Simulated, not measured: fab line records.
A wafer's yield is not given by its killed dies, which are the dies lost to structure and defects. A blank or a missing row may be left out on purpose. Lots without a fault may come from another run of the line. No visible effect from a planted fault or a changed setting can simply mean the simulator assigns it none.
Matching of chambers	flow n5 finfet	N5_BEOL_M2_CO_CAP_55 on cvd co-02 has 3 sister chambers
The step material Co, precursor CCTBA/H2, target thk 2 nm, time 102.1 s. 6 wafers are shown with their chamber, then 12 later ones without.

WAFERS PAIRED WITH THEIR CHAMBERS
wafer	chamber	heater power w (W)
L092.3	0	219
L093.2	1	204
L093.4	0	223
L094.2	2	234
L094.4	1	207
L094.6	2	226

WAFERS MISSING THEIR CHAMBER
wafer	heater power w (W)
L095.1	206
L095.2	238
L095.3	224
L095.4	199
L095.5	232
L095.6	224
L096.2	205
L096.4	204
L096.6	231
L097.3	227
L097.4	226
L097.5	233

WHICH CHAMBER EACH WENT THROUGH
wafer	from the rows above	in truth
L095.1	1	1
L095.2	2	2
L095.3	can't be placed: 0 or 2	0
L095.4	1	1
L095.5	2	2
L095.6	can't be placed: 0 or 2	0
L096.2	1	1
L096.4	1	1
L096.6	2	2
L097.3	can't be placed: 2 or 0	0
L097.4	can't be placed: 2 or 0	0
L097.5	2	2
Placed correctly: 8 of 12. Cannot be placed on the basis of these rows: 4; the candidates contain the true chamber in 4. Placed wrongly: 0.
How it was worked out, from the rows above alone: a wafer's distance from a chamber is the root of the sum, over the readings, of the square of ((its reading less the chamber's mean) divided by the reading's scatter). If the next closest chamber is less than 2 further off than the closest, the wafer can't be placed; otherwise it belongs to the closest. The mean given for a chamber averages the wafers shown for that chamber. How the scatter is found: for the shown wafers, subtract from each reading the mean of its chamber, square and add these, divide the total by (wafers less chambers), then take the root.
